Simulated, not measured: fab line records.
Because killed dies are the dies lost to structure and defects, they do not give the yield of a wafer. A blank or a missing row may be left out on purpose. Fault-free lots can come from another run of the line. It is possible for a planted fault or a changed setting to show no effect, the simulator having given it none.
Matching of chambers    flow n5_finfet    N5_BEOL_M10_ALD_74 on ald_metal-04 has 4 sister chambers
The step deposits TaN, target thk 2 nm, pulse time 2 s, purge time 3 s. 16 wafers are shown with their chamber, then 8 later ones without.

WAFERS WITH THEIR CHAMBER
wafer   chamber  heater_power_w (W)  chamber_pressure_Torr (Torr)
L075.2  0        441                 3.003
L075.3  3        399                 2.995
L075.5  3        386                 3.004
L074.3  0        441                 3.010
L074.4  3        394                 3.008
L074.5  0        436                 2.995
L077.4  3        387                 2.999
L077.5  2        456                 3.004
L077.6  1        459                 3.007
L082.1  1        466                 3.005
L082.2  0        437                 2.993
L082.6  1        451                 2.999
L081.2  2        465                 3.002
L081.5  2        477                 3.014
L081.6  3        396                 2.994
L086.1  2        470                 2.997

SIGNATURES (means of the wafers above)
reading                chamber 0  chamber 1  chamber 2  chamber 3  scatter within a chamber
heater_power_w         438.75     458.67     467.00     392.40     6.43
chamber_pressure_Torr  3.00025    3.00367    3.00425    3.00000    0.00653
Rule: for a wafer and a chamber, the distance is found by dividing, reading by reading, the gap between the wafer's reading and the chamber's mean by the reading's scatter, squaring, summing and taking the root. If the next closest chamber is less than 2 further off than the closest, the wafer can't be placed; otherwise it belongs to the closest. The scatter is the square root of a quotient: the sum, over the shown wafers, of each reading's squared deviation from its chamber's mean, divided by wafers minus chambers.

WAFERS WHOSE CHAMBER IS MISSING
wafer   heater_power_w (W)  chamber_pressure_Torr (Torr)
L086.4  436                 3.012
L086.6  463                 2.995
L088.1  470                 3.003
L088.3  435                 2.995
L088.4  394                 3.001
L097.2  443                 3.003
L097.3  468                 3.000
L097.5  447                 2.995

EACH ONE'S CHAMBER
wafer   from the rows above           in truth
L086.4  can't be placed: 0 or 1       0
L086.6  can't be placed: 1 or 2       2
L088.1  can't be placed: 2 or 1       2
L088.3  0                             0
L088.4  3                             3
L097.2  can't be placed: 0 or 1       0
L097.3  can't be placed: 2 or 1       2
L097.5  can't be placed: 0 or 1 or 2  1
Placed correctly: 2 of 8. Unplaceable from these rows: 6, with the true chamber sitting among the candidates in 6. Wrongly placed: 0.
